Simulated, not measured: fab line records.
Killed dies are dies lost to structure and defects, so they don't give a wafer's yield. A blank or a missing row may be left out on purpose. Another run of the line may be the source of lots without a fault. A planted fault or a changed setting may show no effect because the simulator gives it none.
fab line records	flow n5Finfet
record lots=5	wafers=15	lastDay=17
route steps=1938 shown HKMG_FIN@402 BEOL_M4@1111 PASSIVATION@1936
lots that met no fault: from a run of the same line without faults
startH: the number of hours between the record's first day and the start of the first shown wafer of the lot	waitH: hours from the lot's prior step to this one	" as in the row above	L1.1+2: a single row standing in for several wafers	- no value present, or no start provided	* or withheld: withheld	< > ~ a bound
route shown NAME@n: names a module that has steps shown in the file, with the first one's number in the route	usual: average and standard deviation across the fault-free wafers	same: alike in all rows	chamber/n: place in a boat	sites: each site's reading	_std_site: the standard deviation of these	_edge_site: the outer-site mean with the inner-site mean subtracted	radiusMm: how far each site lies from the wafer's centre	mask NAME#n: copy n	behind: the most recent tool/chamber to have shaped the wafer	hold: why the lot was held/for how many hours/how that ended	device: whichever transistor did not switch (one of n, p or np)	end of line: at the end of the route, the tests of the same wafers	where a step has no rows: the recipe by itself	killed: count of dies lost to structure and defects at first sort (not the wafer's yield)	map: a wafer's dies, x killed, . not, _ none there
set.NAME: setting as actually run; set.NAME@STEP: the setting as run at that earlier step	model.NAME: the simulator's own value behind a step, which no gauge read
certain route steps with their lots: each step a table, each wafer a row
## steps
# step N5_HKMG_FIN_ETCH_54
# recipe chemistry=CF4	target=SiARC	targetDepthA=455	maskMaterial=CAR-ArF	timeS=75.8	ionEnergyEv=80	pressureMtorr=40	sourceW=545	biasW=36	Ar_flow_sccm=100	cf4FlowSccm=100	ends=cleared
# step N5_HKMG_FIN_ETCH_55
# recipe chemistry=N2/H2	target=SOC	targetDepthA=2400	tempC=40	timeS=300	ionEnergyEv=200	maskMaterial=SiARC	pressureMtorr=30	sourceW=840	biasW=150	n2FlowSccm=200	h2FlowSccm=200
# step N5_HKMG_FIN_STRIP_56
# recipe chemistry=N2/H2	tempC=40	n2FlowSccm=200	h2FlowSccm=200	rfFrequencyHz=6e+07
# step N5_HKMG_FIN_STRIP_57
# recipe chemistry=CF4	resist=SiARC	powerW=300	biasPowerW=75	pressureMtorr=50	cf4FlowSccm=150	rfFrequencyHz=6e+07
# step N5_HKMG_FIN_ETCH_58
# recipe chemistry=N2/H2	target=SOC	targetDepthA=2158	ionEnergyEv=50	biasW=13	timeS=741	pressureMtorr=30	sourceW=875	n2FlowSccm=200	h2FlowSccm=200
# step N5_HKMG_FIN_STRIP_93
# recipe chemistry=N2/H2	material=SOC	timeS=20	powerW=500	tempC=40	pressureMtorr=50	rfFrequencyHz=6e+07	biasPowerW=8	h2Frac=0.5	n2FlowSccm=300	h2FlowSccm=300
# step N5_HKMG_FIN_WET_ETCH_76
# recipe chemistry=dNH4OH	mix=1:50	tempC=25	target=Al2O3	stopOn=La2O3	targetDepthNm=2.25	dry=ipaMarangoni	rinseTimeS=30	rinseTempC=23
# step N5_HKMG_FIN_STRIP_60
# recipe chemistry=N2/H2	powerW=2500	tempC=300	h2Frac=0.65	timeS=360	pressureMtorr=withheld	n2FlowSccm=1750	h2FlowSccm=3250
# step N5_HKMG_FIN_WET_ETCH_77
# recipe chemistry=dHCl	mix=1:10000	tempC=25	target=La2O3	stopOn=HfO2	targetDepthNm=2
# step N5_HKMG_FIN_WET_ETCH_78
# recipe chemistry=dNH4OH	mix=1:50	tempC=25	target=Al2O3	stopOn=La2O3	targetDepthNm=4.5	dry=ipaMarangoni	rinseTimeS=30	rinseTempC=23
# step N5_HKMG_FIN_ALD_79
# recipe material=TiN	targetThkA=15	tempC=400	aldPrecursorFamily=TiCl4	aldCoReactant=NH3	pulseTimeS=1	purgeTimeS=3	coReactantPurgeTimeS=2	coReactantPulseTimeS=2	aldCycles=68	pressureTorr=3
# step N5_HKMG_FIN_CVD_62
# recipe material=a-Si	targetThkA=30	tempC=500	precursor=Si2H6	pressureTorr=1	timeS=20.8
# step N5_HKMG_FIN_RTA_80
# recipe tempC=withheld	timeS=2	ambient=N2	idleTempC=600	rampUpCPerS=150	rampDownCPerS=60	coolToC=600
lot.wafer	tool	chamber	startH	waitH
L891.2+3+5	rtpAnneal-02	0	127.36	0.1
L892.1+2+6	rtpAnneal-02	0	131.74	0.1
L901.1+2+6	rtpAnneal-02	0	181.99	0.1
L903.1+3+4	rtpAnneal-02	0	200.55	0.1
L904.2+3+5	rtpAnneal-02	0	202.68	0.2
# step N5_HKMG_FIN_PRECLEAN_64
# recipe chemistry=dHF	timeS=30	tempC=25	dilution=withheld
# step N5_HKMG_FIN_WET_ETCH_65
# recipe chemistry=TMAH	tempC=70	concWtPct=5	target=a-Si	stopOn=TiN	timeS=49	targetDepthNm=3
# step N5_HKMG_FIN_WET_ETCH_81
# recipe chemistry=SC1	target=TiN	stopOn=HfO2	mix=1:1:5	tempC=60	timeS=57	targetDepthNm=6
# step N5_HKMG_FIN_WET_ETCH_82
# recipe chemistry=dHCl	mix=1:10000	tempC=25	target=La2O3	stopOn=HfO2	targetDepthNm=2	dry=ipaMarangoni	rinseTimeS=30	rinseTempC=23
# step N5_HKMG_FIN_ALD_36
# recipe material=TiN	targetThkA=10	tempC=400	aldPrecursorFamily=TiCl4	aldCoReactant=NH3	pulseTimeS=1	purgeTimeS=3	coReactantPurgeTimeS=2	coReactantPulseTimeS=2	aldCycles=47	pressureTorr=3
# step N5_HKMG_FIN_PWFM_ALD_03
# recipe material=TiN	targetThkA=20	tempC=400	aldPrecursorFamily=TiCl4	aldCoReactant=NH3	pulseTimeS=1	purgeTimeS=3	coReactantPurgeTimeS=2	coReactantPulseTimeS=2	aldCycles=91	pressureTorr=3
# step N5_HKMG_FIN_COAT_29
# recipe resist=SOC	tempC=250	timeS=60	spinRpm=1500	resistThkNm=300
# step N5_HKMG_FIN_COAT_30
# recipe resist=SiARC	tempC=220	timeS=60	spinRpm=1500	resistThkNm=35
# step N5_HKMG_FIN_COAT_06
# recipe resist=CAR-ArF	spinRpm=1500	resistThkNm=90
# step N5_HKMG_FIN_EBR_08
# recipe solvent=PGMEA	ebrWidthMm=1.5
# step N5_HKMG_FIN_SOFTBAKE_07
# recipe tempC=110	timeS=60	resist=CAR-ArF
# step N5_HKMG_FIN_EXPOSE_09
# recipe maskId=NWFM	na=1.35	sourceShape=conventional	sigmaOuter=0.8	polarization=unpolarized	doseMj=39.25
# step N5_HKMG_FIN_PEB_10
# recipe pebTempC=withheld	pebTimeS=60	resist=CAR-ArF
# step N5_HKMG_FIN_DEVELOP_11
# recipe developTimeS=30	developer=TMAH	resist=CAR-ArF	devTempC=23	rinseLiquid=diw	dry=airSpin
# step N5_HKMG_FIN_DESCUM_17
# recipe chemistry=O2	timeS=7.9	sourcePowerW=50	biasPowerW=20	pressureMtorr=20	rfFrequencyHz=2.712e+07	tempC=40	resist=CAR-ArF	o2FlowSccm=225
# step N5_HKMG_FIN_ETCH_31
# recipe chemistry=CF4	target=SiARC	targetDepthA=455	maskMaterial=CAR-ArF	timeS=75.8	ionEnergyEv=80	pressureMtorr=40	sourceW=545	biasW=36	Ar_flow_sccm=100	cf4FlowSccm=100	ends=cleared
# step N5_HKMG_FIN_ETCH_32
# recipe chemistry=N2/H2	target=SOC	targetDepthA=2400	tempC=40	timeS=300	ionEnergyEv=200	maskMaterial=SiARC	pressureMtorr=30	sourceW=840	biasW=150	n2FlowSccm=200	h2FlowSccm=200
# step N5_HKMG_FIN_STRIP_33
# recipe chemistry=N2/H2	tempC=40	n2FlowSccm=200	h2FlowSccm=200	rfFrequencyHz=6e+07
# step N5_HKMG_FIN_STRIP_34
# recipe chemistry=CF4	resist=SiARC	powerW=300	biasPowerW=75	pressureMtorr=50	cf4FlowSccm=150	rfFrequencyHz=6e+07
# step N5_HKMG_FIN_ETCH_35
# recipe chemistry=N2/H2	target=SOC	targetDepthA=2158	ionEnergyEv=65	biasW=5	sourceW=3000	timeS=243.4	pressureMtorr=30	n2FlowSccm=200	h2FlowSccm=200
# step N5_HKMG_FIN_STRIP_92
# recipe chemistry=N2/H2	material=SOC	timeS=20	powerW=500	tempC=40	pressureMtorr=50	rfFrequencyHz=6e+07	biasPowerW=8	h2Frac=0.5	n2FlowSccm=300	h2FlowSccm=300
# step N5_HKMG_FIN_WET_ETCH_18
# recipe chemistry=SC1	target=TiN	mix=1:1:5	tempC=*	timeS=55	targetDepthNm=5.2	dry=ipaMarangoni	rinseTimeS=30	rinseTempC=23
# step N5_HKMG_FIN_STRIP_19
# recipe chemistry=N2/H2	powerW=2500	tempC=300	h2Frac=0.65	timeS=360	pressureMtorr=withheld	n2FlowSccm=1750	h2FlowSccm=3250
# step N5_HKMG_FIN_ALD_91
# recipe material=TiN	targetThkA=10	tempC=400	aldPrecursorFamily=TiCl4	aldCoReactant=NH3	pulseTimeS=1	purgeTimeS=3	coReactantPurgeTimeS=2	coReactantPulseTimeS=2	aldCycles=47	pressureTorr=3
# step N5_HKMG_FIN_COAT_85
# recipe resist=SOC	tempC=250	timeS=60	spinRpm=1500	resistThkNm=300
# step N5_BEOL_M4_RC_MEAS_101
# usual DIBL_N=36.4/1.6	DIBL_P=35.9/2	IOFF_N=0.152/0.03	IOFF_P=0.20/0.032	IOFF_P_LONG=0.000101/6.6e-06	ION_N=670/12	ION_P=459/7.3	SS_N=71.6/0.55	SS_P=73.2/0.69	VT_N=251/3.5	VT_N_LVT=100/3.4	VT_P=-252/3.2	VT_P_LONG=-276.4/2.5
lot.wafer	tool	chamber	startH	waitH	DIBL_N[mV/V]	DIBL_P[mV/V]	IOFF_N[nA/um]	IOFF_P[nA/um]	IOFF_P_LONG[nA/um]	ION_N[uA/um]	ION_P[uA/um]	SS_N[mV/dec]	SS_P[mV/dec]	VT_N[mV]	VT_N_LVT[mV]	VT_P[mV]	VT_P_LONG[mV]
L891.2	prober-02	0	224.73	0.2	38.4	36.1	0.180	0.22	9.6e-05	686	463	71.7	73.2	250	98	-253	-277.4
L891.3	"	0	"	"	35.3	32.6	0.123	0.17	9.6e-05	661	459	70.9	72.8	254	103	-255	-277.1
L891.5	"	0	"	"	39.9	37.1	0.209	0.24	9.7e-05	693	465	72.2	74.2	248	97	-251	-276.9
L892.1	prober-01	0	227.76	0.1	39.3	40.3	0.215	0.24	8.8e-05	681	455	72.5	74.0	250	95	-250	-278.6
L892.2	"	0	"	"	35.4	36.4	0.133	0.17	8.7e-05	656	448	71.8	73.3	256	102	-257	-282.2
L892.6	"	0	"	"	39.1	40.8	0.215	0.25	8.8e-05	690	472	72.1	75.2	248	95	-251	-279.5
L901.1	prober-02	0	286.41	0.0	36.7	35.7	0.140	0.13	7.3e-05	654	439	71.9	72.9	256	92	-263	-288.0
L901.2	"	0	"	"	36.7	37.1	0.136	0.14	7.7e-05	653	443	71.9	73.1	254	92	-260	-289.3
L901.6	"	0	"	"	35.4	34.0	0.113	0.11	7.5e-05	643	429	71.2	72.7	259	95	-266	-289.7
L904.2	prober-01	0	305.01	0.2	36.8	35.2	0.158	0.12	7.8e-05	668	436	71.6	72.8	249	90	-263	-287.1
L904.3	"	0	"	"	38.1	36.0	0.166	0.13	7.6e-05	672	440	71.3	72.3	250	90	-264	-285.7
L904.5	"	0	"	"	37.3	35.7	0.165	0.13	8.3e-05	663	434	71.4	72.1	251	89	-265	-286.8
L903.1	prober-02	0	306.05	0.0	37.8	37.1	0.175	0.15	8.1e-05	667	443	71.9	73.2	251	87	-261	-286.6
L903.3	"	0	"	"	34.8	33.1	0.119	0.11	8.2e-05	651	435	71.0	71.8	254	92	-264	-286.8
L903.4	"	0	"	"	35.2	34.6	0.134	0.13	8.2e-05	662	442	71.3	73.5	252	89	-261	-285.6
# step N5_PASSIVATION_PROBE_49
# usual defectLimitedYield=91.7/1.2	killed_at_M0_to_M3=33/9.5	killed_at_M4_up=13/4.9	killedAtContacts=13/6.6	killedAtFrontEnd=36/11	killedAtOther=3.0/2.6	killedDies=97/14	killedOpen=65/11	killedShort=31/6.6	sort_bin_5_function=4.8/0.82	sort_bin_6_memory=3.1/0.58	sort_bin_8_speed=0.00/0.02	sortNPass=1083/14	sortYieldPct=91.7/1.2
# same grossDies=1180	killedAtBackSide=0	sort_bin_4_leakage[%]=0
lot.wafer	tool	chamber	startH	waitH	defectLimitedYield[%]	killed_at_M0_to_M3	killed_at_M4_up	killedAtContacts	killedAtFrontEnd	killedAtOther	killedDies	killedOpen	killedShort	sort_bin_5_function[%]	sort_bin_6_memory[%]	sort_bin_8_speed[%]	sortNPass	sortYieldPct[%]
L891.2	prober-01	-	324.30	0.1	92.7	24	24	7	30	1	86	60	25	4.3	2.5	0	1094	92.7
L891.3	prober-01	-	324.35	0.1	91.5	29	12	10	48	1	100	67	33	4.7	3.5	0	1080	91.5
L891.5	prober-01	-	324.45	0.2	92.5	42	19	1	25	1	88	63	23	4.3	3.1	0	1092	92.5
L892.1	prober-02	-	337.06	0.0	92.5	11	15	26	35	2	89	59	30	4.8	2.4	0	1091	92.5
L892.2	prober-02	-	337.11	0.1	94.6	12	11	11	30	0	64	48	11	3.1	1.9	0	1116	94.6
L892.6	prober-02	-	337.31	0.3	93.3	20	15	15	27	2	79	54	25	3.8	2.6	0	1101	93.3
L901.1	prober-01	-	391.98	0.0	91.9	22	17	14	37	5	95	67	28	5.0	2.8	0.76	1076	91.2
L901.2	prober-01	-	392.03	0.1	92.8	22	11	12	38	2	85	46	34	3.8	3.1	0.08	1094	92.7
L901.6	prober-01	-	392.23	0.3	91.2	41	11	10	41	1	104	68	31	5.5	3.1	19.41	847	71.8
L904.2	prober-02	-	415.31	0.1	91.5	42	11	20	25	2	100	66	30	5.1	3.2	0.59	1073	90.9
L904.3	prober-02	-	415.36	0.1	93.1	22	12	10	37	1	82	52	30	4.2	2.5	0.51	1092	92.5
L904.5	prober-02	-	415.46	0.2	91.6	30	12	15	36	6	99	72	26	4.4	3.6	2.88	1047	88.7
L903.1	prober-02	-	417.23	0.0	91.6	28	18	6	42	5	99	62	36	4.7	3.2	0	1081	91.6
L903.3	prober-02	-	417.33	0.1	91.8	24	22	12	39	0	97	63	34	4.8	3.1	2.54	1053	89.2
L903.4	prober-02	-	417.38	0.2	91.4	37	16	8	38	2	101	73	28	4.5	3.7	0.08	1078	91.4
# killed by level:class
L891.2 STI_FIN_REVEAL:geometricParticle:open=12 BEOL_M4:geometricParticle:open=11 BEOL_M2:geometricParticle:open=8 DUMMY_GATE:geometricParticle:open=4 MOL_CONTACT_COAG:geometricParticle:short=4 BEOL_M0_SAQP:geometricParticle:short=4 BEOL_M1:geometricParticle:open=4 BEOL_M4:geometricParticle:short=4
L891.3 STI_FIN_REVEAL:geometricParticle:open=18 FIN_SAQP:geometricParticle:short=7 MOL_CONTACT_COAG:geometricParticle:open=7 BEOL_M1:geometricParticle:open=6 BEOL_M4:geometricParticle:open=5 BEOL_M0_SAQP:geometricParticle:short=5 GATE_CUT:geometricParticle:short=4 BEOL_M2:geometricParticle:open=4
L891.5 BEOL_M1:geometricParticle:open=13 BEOL_M2:geometricParticle:open=10 BEOL_M4:geometricParticle:open=7 DUMMY_GATE:geometricParticle:open=6 BEOL_M0_SAQP:geometricParticle:short=5 BEOL_M0_SAQP:geometricParticle:open=5 STARTING-WAFER:geometricParticle:open=5 FIN_SAQP:geometricParticle:short=3
L892.1 MOL_CONTACT_COAG:geometricParticle:open=22 FIN_SAQP:geometricParticle:open=9 GATE_CUT:geometricParticle:short=6 BEOL_M4:geometricParticle:open=6 FIN_SAQP:geometricParticle:short=4 DUMMY_GATE:geometricParticle:open=4 MOL_CONTACT_COAG:geometricParticle:short=4 STI_FIN_REVEAL:geometricParticle:open=3
L892.2 MOL_CONTACT_COAG:geometricParticle:open=10 FIN_SAQP:geometricParticle:open=8 BEOL_M4:geometricParticle:open=6 STARTING-WAFER:geometricParticle:open=4 HKMG_FIN:areaEtch=4 BEOL_M0_SAQP:geometricParticle:short=3 BEOL_M0:geometricParticle:open=3 BEOL_M2:geometricParticle:open=3
L892.6 BEOL_M4:geometricParticle:open=12 MOL_CONTACT_COAG:geometricParticle:open=11 BEOL_M1:geometricParticle:open=6 FIN_SAQP:geometricParticle:open=4 DUMMY_GATE:geometricParticle:short=4 DUMMY_GATE:geometricParticle:open=4 MOL_CONTACT_COAG:geometricParticle:short=4 BEOL_M0_SAQP:geometricParticle:short=4
L901.1 STI_FIN_REVEAL:geometricParticle:open=11 BEOL_M4:geometricParticle:open=10 MOL_CONTACT_COAG:geometricParticle:short=7 MOL_CONTACT_COAG:geometricParticle:open=7 BEOL_M2:geometricParticle:open=5 DUMMY_GATE:geometricParticle:open=4 BEOL_M0_SAQP:geometricParticle:short=4 BEOL_M0:geometricParticle:open=4
L901.2 BEOL_M0_SAQP:geometricParticle:short=11 MOL_CONTACT_COAG:geometricParticle:open=10 GATE_CUT:geometricParticle:open=6 FIN_SAQP:geometricParticle:short=5 GATE_CUT:geometricParticle:short=4 BEOL_M0_SAQP:geometricParticle:open=4 BEOL_M4:geometricParticle:open=4 FIN_SAQP:geometricParticle:open=3
L901.6 BEOL_M0_SAQP:geometricParticle:short=13 BEOL_M0_SAQP:geometricParticle:open=9 MOL_CONTACT_COAG:geometricParticle:open=8 BEOL_M2:geometricParticle:open=8 STI_FIN_REVEAL:geometricParticle:open=7 DUMMY_GATE:geometricParticle:open=7 FIN_SAQP:geometricParticle:open=6 BEOL_M0:geometricParticle:open=6
L904.2 MOL_CONTACT_COAG:geometricParticle:open=18 BEOL_M2:geometricParticle:open=14 BEOL_M1:geometricParticle:open=8 DUMMY_GATE:geometricParticle:open=6 STI_FIN_REVEAL:geometricParticle:open=5 BEOL_M2:geometricParticle:short=5 DUMMY_GATE:geometricParticle:short=4 BEOL_M0:geometricParticle:short=4
L904.3 STI_FIN_REVEAL:geometricParticle:open=7 MOL_CONTACT_COAG:geometricParticle:open=7 BEOL_M1:geometricParticle:open=6 BEOL_M2:geometricParticle:open=6 FIN_SAQP:geometricParticle:short=5 FIN_SAQP:geometricParticle:open=5 BEOL_M4:geometricParticle:open=3 STI_FIN_REVEAL:geometricParticle:short=3
L904.5 MOL_CONTACT_COAG:geometricParticle:open=13 DUMMY_GATE:geometricParticle:open=12 BEOL_M1:geometricParticle:open=10 BEOL_M4:geometricParticle:open=7 FIN_SAQP:geometricParticle:short=6 BEOL_M3:geometricParticle:open=6 BEOL_M2:geometricParticle:open=5 FIN_SAQP:geometricParticle:open=4
L903.1 FIN_SAQP:geometricParticle:short=11 BEOL_M4:geometricParticle:open=11 STI_FIN_REVEAL:geometricParticle:open=8 DUMMY_GATE:geometricParticle:open=7 BEOL_M0_SAQP:geometricParticle:open=6 FIN_SAQP:geometricParticle:open=5 MOL_CONTACT_COAG:geometricParticle:open=5 STARTING-WAFER:geometricParticle:short=4
L903.3 BEOL_M4:geometricParticle:open=11 MOL_CONTACT_COAG:geometricParticle:open=9 STI_FIN_REVEAL:geometricParticle:open=8 STARTING-WAFER:geometricParticle:open=8 FIN_SAQP:geometricParticle:short=7 BEOL_M4:geometricParticle:short=7 BEOL_M0_SAQP:geometricParticle:short=5 DUMMY_GATE:geometricParticle:open=4
L903.4 STI_FIN_REVEAL:geometricParticle:open=14 BEOL_M3:geometricParticle:open=13 BEOL_M4:geometricParticle:open=10 MOL_CONTACT_COAG:geometricParticle:open=6 BEOL_M1:geometricParticle:open=6 STI_FIN_REVEAL:geometricParticle:short=4 DUMMY_GATE:geometricParticle:open=4 BEOL_M0_SAQP:geometricParticle:open=4
# map L901.6 (x killed, . not)
_________________............________________
______________.........x........_____________
___________.................x......__________
__________.xx....x...x.............._________
________....................x........._______
_______......x.........................______
______........xx........................_____
_____........x..........................x____
____...x.............x..............x.....___
___.x....x...........x...x.......x.........__
___x.....x.x...x.....x........x.x..........__
__...x...x.x..xx.............x.............._
__..........x..............x....x..........x_
_........................................x...
_..x............x...xx....x...............x..
_...............x.............x....x......x..
_............x..........x....xx.xx...........
_x............................x..............
_.....x..................x...............x...
_..x...xx........x.........x.................
_......................x.....................
__....x..x.....x..................x.......xx_
__.............xx.xx..........x........x...x_
___.....................x.................x__
___.......................x............x...__
____..................xx..x...............___
_____...x.......................x.......x____
______.x.....x....xx..................x._____
_______............x...................______
________.........x.......xxx.x.......x_______
__________.................xx.x....._________
___________................x.......__________
______________.................._____________
_________________............________________
# map L903.4 (x killed, . not)
_________________x...........________________
______________.................._____________
___________...................x....__________
__________..................x......._________
________............x...xxx..........._______
_______x......x..x.......x.x...........______
______.x...x....x.......x..............._____
_____................x..............x....____
____..................................x...___
___..................x.........x........x..__
___.........x...x......x.......x...x.......__
__x..x.............x.x........x...x..x......_
__x........................x...x............_
_....................xx...........x..x......x
_.........x..x.x.....x.......................
_............................................
_............................................
_...............x.x......x.x.............x.x.
_..x...........x.............x........x.x....
_.........x...x.xx...x...x..........x...x....
_............x.x............x................
__........x............x.....x...........x.._
__.x.................x............x........._
___.x..........x...........................__
___......x.......xx........................__
____.......x.........x.x....x.............___
_____..................x...........x.....____
______...x............x........x........_____
_______.........x.............x......x.______
________..........................x..._______
__________.........................._________
___________.x.......x.x........x...__________
______________........x.x....x.._____________
_________________..x.........________________
## key
firstSign step=N5_BEOL_M4_RC_MEAS_101	reading=VT_P_LONG	direction=down	sigmas=4.4	usual=-276.4	struck=-287.3
effect step=N5_BEOL_M4_RC_MEAS_101	reading=VT_P	direction=down	sigmas=3.6	usual=-252	struck=-263
effect step=N5_BEOL_M4_RC_MEAS_101	reading=IOFF_P_LONG	direction=down	sigmas=3.4	usual=0.000101	struck=7.9e-05
effect step=N5_BEOL_M4_RC_MEAS_101	reading=VT_N_LVT	direction=down	sigmas=2.7	usual=100	struck=91
effect step=N5_BEOL_M4_RC_MEAS_101	reading=IOFF_P	direction=down	sigmas=2.2	usual=0.20	struck=0.13
effect step=N5_PASSIVATION_PROBE_49	reading=sort_bin_8_speed	direction=up	sigmas=35	usual=0.00	struck=2.98	wafersMoved=6
metAt N5_HKMG_FIN_RTA_80
struckWafers L901.1,L901.2,L901.6,L903.1,L903.3,L903.4,L904.2,L904.3,L904.5
onsetBetween 131.74 181.99
alsoFits time
fault kind=processParameterDrift	tool=rtpAnneal-02	chamber=-	onsetH=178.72	steps=N5_HKMG_FIN_RTA_80	channel=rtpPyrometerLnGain	offset=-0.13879	shape=step	endH=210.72
